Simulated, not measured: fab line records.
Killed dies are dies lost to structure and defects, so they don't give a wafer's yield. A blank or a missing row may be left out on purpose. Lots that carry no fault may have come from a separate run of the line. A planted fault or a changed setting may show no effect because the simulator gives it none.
A struck lot beside a sound one    flow nand_harc    19 steps out of a route of 1302
Sound: the wafers L655.1, L655.4, L655.5. Struck: wafers L666.2, L666.5, L666.6. Last of all comes the cause.
Per side, at each step with rows, come the tool, then ch with its chambers, and then its first start. Under that, the readings that differ: sound wafers    struck wafers    difference of the means    sigmas: that difference in standard deviations of wafers without a fault.
alike: readings whose means differ by less than 2 such deviations, and words and numbers that are the same on both sides. not compared: withheld readings, readings that some wafer has no value for, bounds like >300 that may hide the same value, and numbers for which the record gives no deviation and whose values overlap.
A row with sigmas, a row that says differs or no value, or rows on one side alone: a step with any of these is where the two part. Numbers that have no deviation but don't overlap get no sigmas and don't part them. A reading that every wafer of one side lacks parts them only if that side has two wafers or more.

NHARC_P_GATE_CD_MEAS_59 targets a cd of 720 nm.
  sound on cd_sem-03 ch 0, day 6 14:50; struck on cd_sem-03 ch 0, day 10 21:23
  alike: cd_nm
then, 1 step without rows for these wafers: NHARC_P_GATE_HARDBAKE_60 (time 80 s).
NHARC_P_GATE_DESCUM_61: chemistry O2, time 3 s.
  sound on rie_diel-04 ch 2,3, day 6 14:59; struck on rie_diel-10 ch 2,3, day 10 21:35
  alike: drypump_motor_current_A, oes_product_au, rf_vpp_V, showerhead_plenum_p_Torr, throttle_valve_pct
  not compared: rf_hours_counter_h
following that, these wafers have no rows for 1 step: NHARC_P_GATE_IMPLANT_62.
NHARC_P_GATE_STRIP_112: strips in N2/H2, time 200 s.
  sound on plasma_asher-02 ch 0,1, day 6 15:24; struck on plasma_asher-01 ch 0,1, day 10 21:59
  alike: drypump_motor_current_A, heater_power_w, temp_c
  not compared: rf_hours_counter_h
NHARC_P_GATE_STRIP_76: strips in O2.
  sound on plasma_asher-02 ch 0,1, day 6 15:37; struck on plasma_asher-01 ch 0,1, day 10 22:13
  alike: drypump_motor_current_A, heater_power_w, temp_c
  not compared: rf_hours_counter_h
then, 6 steps without rows for these wafers: NHARC_P_GATE_STRIP_63 (strips in SPM, time 900 s); NHARC_P_GATE_DEHYDRATE_83 (time 120 s); NHARC_P_GATE_HMDS_84 (time 30 s); NHARC_P_GATE_COAT_85; NHARC_P_GATE_SOFTBAKE_86 (time 95 s); NHARC_P_GATE_EBR_87.
NHARC_P_GATE_EXPOSE_88: exposes mask P HVN, target cd 2000 nm.
  sound on krf_scanner-03 ch 0, day 6 16:16; struck on krf_scanner-02 ch 0, day 10 22:59
reading               sound                 struck                difference  sigmas
exposure_dose_mJ_cm2  11.868 11.876 11.860  11.192 11.187 11.186  -0.680      -57
  alike: mask, stage_vel_mm_s
then, 2 steps without rows for these wafers: NHARC_P_GATE_PEB_89 (peb time 85 s); NHARC_P_GATE_DEVELOP_90 (time 70 s).
NHARC_P_GATE_CD_MEAS_91 targets a cd of 2000 nm.
  sound on cd_sem-02 ch 0, day 6 16:25; struck on cd_sem-03 ch 0
reading     sound                 struck                difference  sigmas
cd_nm (nm)  1998.0 1999.3 1998.6  1986.9 1987.5 1989.6  -10.6       -6
  not compared: hold
NHARC_P_GATE_DESCUM_93: chemistry O2, time 3 s.
  sound on rie_diel-04 ch 0,1,2, day 6 16:36; struck on rie_diel-10 ch 1,2,3, day 11 11:30
reading                  sound           struck          difference  sigmas
model.P_GATE.cd_nm (nm)  1998 1999 1999  1986 1987 1989  -11         
  alike: drypump_motor_current_A, oes_product_au, rf_vpp_V, showerhead_plenum_p_Torr, throttle_valve_pct
  not compared: rf_hours_counter_h
following that, these wafers have no rows for 1 step: NHARC_P_GATE_IMPLANT_94.
-- the record jumps here: 18 days lie between the struck wafers' starts before and after (it left off in module P_GATE and takes up again in module END, whose first step shown is number 1302 of the route) --
NHARC_END_SORT_01:
  the record has rows for the struck wafers here (prober-01 ch 0, day 29 12:21) and none for the sound ones

WHERE THEY PART
First at NHARC_P_GATE_EXPOSE_88; last, within this record, at NHARC_END_SORT_01.

WHY: whatever the simulator had introduced
Process parameters drifting: krf_scanner-02 at NHARC_P_GATE_EXPOSE_88, beginning at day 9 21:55. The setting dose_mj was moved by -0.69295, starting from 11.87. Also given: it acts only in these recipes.
